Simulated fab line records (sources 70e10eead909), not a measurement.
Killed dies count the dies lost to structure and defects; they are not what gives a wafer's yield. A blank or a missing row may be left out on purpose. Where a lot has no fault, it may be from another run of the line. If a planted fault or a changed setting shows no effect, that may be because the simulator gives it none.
Code-filled problem report in 8D (eight disciplines) form / flow nand-harc / the parts of the form that need people (team, actions taken, sign-off) are left out

## 1. WHAT IS WRONG
oes-product-au at NHARC_P_GATE_ETCHBACK_37 reads a mean of 0.817 a.u. on 1 wafer of 1 lot; wafers without a fault read 0.940 a.u. with a standard deviation of 0.027. Relative to the usual mean, that is a shift of -4.6 standard deviations.
The step: etches the open film in CHF3/O2, target depth 34.5 nm, time 17.2 s.
First seen on wafer L279.3, day 11 09:49, on rie-diel-03. Wafers with a number at this step in the record: 36, from 12 lots. By rule, "out" or "out of limits" means more than 4 standard deviations away from the usual mean. Any other wafer with a number is counted as sound.

## 2. WHAT IT IS AND WHAT IT IS NOT
question=which readings at this step | is=oes-product-au | is not=drypump-motor-current-A, rf-fwd-power-W, rf-vpp-V, showerhead-plenum-p-Torr, throttle-valve-pct
question=which lots | is=L279 | is not=L268, L269, L270, L271, L272, L274, L280, L283, L284, L287, L288
question=which wafers of those lots | is=L279.3 | is not=L279.4, L279.6
question=read on which tools | is=rie-diel-03 | is not=rie-diel-02, rie-diel-05
question=when | is=from day 11 09:49 | is not=up to then (20 sound wafers); but 15 sound wafers of L280, L283, L284, L287, L288 came after

## 3. THE SUSPECTS, EACH WITH WHAT RULES IT OUT
Counting: any tool at a process step up to the reading remains a suspect provided it ran every lot that is out. Sound lots after the first of them don't rule it out here, since some wafers of a struck lot are sound.
- pecvd-03 at NHARC_P_GATE_DEP_103 (deposits SiON, target thk 30 nm): kept. It ran the lot that is out, L279 (day 10 22:17); its last sound lot up to then is L269 (day 7 03:54).
- rie-diel-03 at NHARC_P_GATE_HM_OPEN_105 (chemistry O2/COS, target depth 360 nm): kept. It ran the lot that is out, L279 (day 11 09:49); its last sound lot up to then is L272 (day 8 23:47). NHARC_P_GATE_HM_OPEN_105 gives no start for some lots, so the hours and the order of its lots are those of NHARC_P_GATE_ETCHBACK_37.
- rie-diel-03 at NHARC_P_GATE_ETCHBACK_37 (etches the open film in CHF3/O2, target depth 34.5 nm, time 17.2 s): kept. It ran the lot that is out, L279 (day 11 09:49); its last sound lot up to then is L271 (day 8 09:39). Its own oes-product-au readings are out on those wafers.
- In rie-diel-03 at NHARC_P_GATE_HM_OPEN_105, the wafers that are out were processed in chamber 0 and their sound lot-mates in chambers 2, 3.
- In rie-diel-03 at NHARC_P_GATE_ETCHBACK_37, the wafers that are out were processed in chamber 2 and their sound lot-mates in chambers 0, 1.
Left after counting: pecvd-03 at NHARC_P_GATE_DEP_103, rie-diel-03 at NHARC_P_GATE_HM_OPEN_105, rie-diel-03 at NHARC_P_GATE_ETCHBACK_37.

## 4. THE CAUSE (what the simulator had put in)
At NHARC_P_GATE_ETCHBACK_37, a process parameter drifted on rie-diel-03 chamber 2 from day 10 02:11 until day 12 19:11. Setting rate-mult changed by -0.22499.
This tool is one of the 3 suspects left after counting.

## 5. SEQUENCE OF EFFECTS, ordered by route
Rows list readings where the struck wafers' mean (over those with a number) sits beyond 3 standard deviations from the usual. Only readings for which the record gives a usual standard deviation are gone through. hours: the time from each lot's start at the first step in this table that gives one to its start at this step, as a median over the lots. sigmas: the change in usual standard deviations.
hours=0; step=NHARC_P_GATE_ETCHBACK_37; reading=oes-product-au; usual=0.940 a.u.; on struck wafers=0.817; change=-0.123; sigmas=-4.6
Process steps it contains:
- NHARC_P_GATE_ETCHBACK_37: etches the open film in CHF3/O2, target depth 34.5 nm, time 17.2 s.
At these later measuring or inspecting steps, every struck wafer for which the step has a row has a number for every such reading, and none has moved that far: NHARC_END_SORT_01.

## 6. WHAT WOULD HAVE CAUGHT IT SOONER
In this record the first reading out of limits was taken at day 11 09:49, 32 hours after the fault began at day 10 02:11.
